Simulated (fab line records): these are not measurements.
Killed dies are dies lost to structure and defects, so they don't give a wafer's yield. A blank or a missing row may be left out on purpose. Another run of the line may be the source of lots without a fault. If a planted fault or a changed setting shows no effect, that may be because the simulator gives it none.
Which tool is to blame? ; flow n5-finfet ; 6 lots, 16 wafers sampled, at 3 steps of a route of 1938

WHAT THE GAUGES READ, wafer by wafer
N5_GATE_CUT_CD_MEAS_13: target cd 20 nm.
lot;measured;on;cd-nm (nm)
L400;day 4 17:19;cd-sem-03;19.90 19.84 19.34
L402;day 5 07:44;cd-sem-03;20.06 20.12
L407;day 6 14:46;cd-sem-02;19.77 19.88 19.50
L412;day 7 19:40;cd-sem-01;19.73 19.01 18.67
L416;day 8 16:20;cd-sem-01;19.72 20.16
L418;day 9 05:34;cd-sem-03;19.57 20.01 19.84

WHICH TOOL RAN EACH LOT (tool, then ch and the chambers of the sampled wafers, then the start)
lot;N5_GATE_CUT_VAPOR_ETCH_60;N5_GATE_CUT_EXPOSE_10
L400;rie-metal-02 ch 0,1, day 4 13:53;euv-scanner-02 ch 0, day 4 17:11
L402;rie-metal-02 ch 0,1, day 5 04:18;euv-scanner-02 ch 0, day 5 07:37
L407;rie-metal-01 ch 0,1, day 6 11:08;euv-scanner-01 ch 0, day 6 14:38
L412;rie-metal-03 ch 0,1, day 7 16:21;euv-scanner-02 ch 0, day 7 19:31
L416;rie-metal-03 ch 1, day 8 12:49;euv-scanner-01 ch 0, day 8 16:12
L418;rie-metal-02 ch 0,1, day 9 02:16;euv-scanner-01 ch 0, day 9 05:26
- N5_GATE_CUT_VAPOR_ETCH_60: etches HfO2 in BCl3/Cl2.
- N5_GATE_CUT_EXPOSE_10: exposes mask GATE CUT, target cd 20 nm.

THE ANSWER, worked out from the rows above alone
Rule: the lots themselves supply what counts as usual. Put in order of their means at a reading, lots are off if they are a third of the lots or fewer, leave a main group of 4 or more, and stand apart from it by a gap of 3 or more times the standard deviation of the main group's means; of several such gaps the widest counts. The tables above print the reading to a certain number of digits; a main group whose means all agree to those digits is not used. A lot without any number at a reading at which 4 lots or more have one is off too. Where the step has rows for the other lots, those lots are counted as sound.
Off: L412 (N5_GATE_CUT_CD_MEAS_13, cd-nm). Main group: mean 19.85 nm, sd 0.15.
If a tool, at a process step before that reading, ran all the lots that are off and no sound lot after the first of them, it fits. The gauges at N5_GATE_CUT_CD_MEAS_13 are tried like those tools. One fits: euv-scanner-02 at N5_GATE_CUT_EXPOSE_10. A fault onset in the window from L402 (day 5 07:37, its last sound lot) to L412 (day 7 19:31, its first lot off) fits.

WHAT HAD BEEN PUT IN BY THE SIMULATOR
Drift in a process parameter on euv-scanner-02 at N5_GATE_CUT_EXPOSE_10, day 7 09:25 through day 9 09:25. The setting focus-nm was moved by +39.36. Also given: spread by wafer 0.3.
Lots struck among those shown: L412. This agrees with what the rule above found.
